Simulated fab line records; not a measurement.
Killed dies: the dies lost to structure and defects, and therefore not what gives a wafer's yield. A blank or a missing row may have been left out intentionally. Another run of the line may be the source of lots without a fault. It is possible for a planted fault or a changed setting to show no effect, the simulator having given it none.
Chamber matching	flow n5-finfet	cvd-co-02 running N5_BEOL_M3_CO_CAP_55: 3 sister chambers
The step material Co, precursor CCTBA/H2, target thk 2 nm, time 102.1 s. 16 wafers are shown with their chamber, then 8 later ones without.

WAFERS WITH THEIR CHAMBER
wafer	chamber	heater-power-w (W)	susceptor-temp-C (C)
L074.1	2	234	199.88
L074.4	1	224	200.13
L074.6	0	226	200.00
L076.2	2	241	200.20
L076.3	1	223	199.96
L076.4	2	242	200.10
L079.3	0	223	200.03
L079.4	0	220	200.01
L079.5	2	235	199.95
L082.1	2	238	199.83
L082.4	2	233	199.95
L082.5	0	219	199.70
L083.1	2	241	200.20
L083.5	0	218	200.28
L083.6	2	237	199.96
L087.2	2	237	200.21

SIGNATURES (means of the wafers above)
reading	chamber 0	chamber 1	chamber 2	scatter within a chamber
heater-power-w	221.20	223.50	237.56	3.13
susceptor-temp-C	200.0040	200.0450	200.0311	0.166
Rule: distance of a wafer from a chamber = root of the sum over the readings of ((wafer's reading minus chamber's mean) / reading's scatter) squared. The wafer belongs to the nearest chamber; if the next one is less than 2 further off, it can't be placed. The scatter: take each reading less its chamber's mean, square it, sum over the shown wafers, divide by the number of wafers less the number of chambers, and take the root.

WAFERS WITH NO CHAMBER GIVEN
wafer	heater-power-w (W)	susceptor-temp-C (C)
L087.4	229	199.91
L087.5	226	199.93
L089.1	235	200.07
L089.2	221	199.84
L089.6	240	199.99
L092.1	226	200.01
L092.2	231	200.14
L092.5	223	200.15

EACH ONE'S CHAMBER
wafer	from the rows above	in truth
L087.4	can't be placed: 1 or 0 or 2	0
L087.5	can't be placed: 1 or 0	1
L089.1	2	2
L089.2	can't be placed: 0 or 1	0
L089.6	2	2
L092.1	can't be placed: 1 or 0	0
L092.2	can't be placed: 2 or 1 or 0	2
L092.5	can't be placed: 1 or 0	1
2 of 8 placed correctly. From these rows, 6 cannot be placed; in 6 the true chamber is one of the candidates. 0 placed wrongly.
